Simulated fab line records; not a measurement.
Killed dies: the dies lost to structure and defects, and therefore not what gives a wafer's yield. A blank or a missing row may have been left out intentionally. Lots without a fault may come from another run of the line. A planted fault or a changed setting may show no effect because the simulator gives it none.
8D (eight disciplines) problem report, filled in by code    flow n5_finfet    the parts of the form that need people (team, actions taken, sign-off) are left out

== 1. WHAT WENT WRONG ==
Mean of time_to_endpoint_s at N5_BEOL_M1_CMP_52: 99.7 s across 3 wafers in 2 lots; on wafers with no fault it is 62.5 s (standard deviation 2.8). That is +13 standard deviations from the usual mean.
The step: polishes, stops on SiOC, t overpolish 6.8 s, target thk 40 nm.
Seen first at day 10 05:07 on cmp-02, wafer L855.3. Wafers with a number at this step in the record: 30, from 10 lots. By rule, "out" or "out of limits" means more than 4 standard deviations away from the usual mean. The rest of the wafers with a number are treated as sound.

== 2. WHAT IT IS AND WHAT IT IS NOT ==
question                     is                      is not
which readings at this step  time_to_endpoint_s      motor_current_A
which lots                   L854, L855              L840, L841, L843, L845, L847, L849, L858, L862
which wafers of those lots   L854.1, L854.6, L855.3  L854.4, L855.2, L855.6
read on which tools          cmp-01, cmp-02          cmp-04
when                         from day 10 05:07       up to then (20 sound wafers); but 7 sound wafers of L854, L858, L862 came after

== 3. WHAT RULES OUT EACH SUSPECT ==
Counting: any tool at a process step up to the reading remains a suspect provided it ran every lot that is out. Sound lots after the first of them don't rule it out here, since some wafers of a struck lot are sound.
- ecd_cu-02 at N5_BEOL_M1_ECD_50 (material Cu, target thk 300 nm): kept. Every lot that is out went through it, the first being L855 (day 10 04:40); the last sound lot it ran before that was L849 (day 9 04:37).
The count leaves ecd_cu-02 at N5_BEOL_M1_ECD_50.

== 4. THE CAUSE (what the simulator had put in) ==
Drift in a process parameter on ecd_cu-02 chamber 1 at N5_BEOL_M1_ECD_50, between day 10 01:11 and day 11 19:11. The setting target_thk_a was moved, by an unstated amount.
Only this tool survived the counting.

== 5. SEQUENCE OF EFFECTS, ordered by route ==
Rows list readings where the struck wafers' mean (over those with a number) sits beyond 3 standard deviations from the usual. Readings are gone through only where the record gives a usual standard deviation; hours: the median, over the lots, of the time from a lot's start at the first step in this table giving one to that lot's start at this step; sigmas: the change measured in usual standard deviations.
hours  step               reading             usual   on struck wafers  change  sigmas
0      N5_BEOL_M1_CMP_52  time_to_endpoint_s  62.5 s  99.7              +37.2   +13
Here are the process steps it includes:
- N5_BEOL_M1_CMP_52: polishes, stops on SiOC, t overpolish 6.8 s, target thk 40 nm.
Later measuring or inspecting steps at which every struck wafer that the step has a row for has a number for every such reading, and none has moved that far: N5_BEOL_M4_RC_MEAS_101.

== 6. HOW IT WOULD HAVE BEEN CAUGHT EARLIER ==
In this record no reading fell out of limits until day 10 05:07, 4 hours after the fault had begun at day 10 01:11.
Lots out: 2; of these, L854 started N5_BEOL_M1_ECD_50 on ecd_cu-02 after day 10 05:07. A tool hold placed at that time would have kept it from harm.
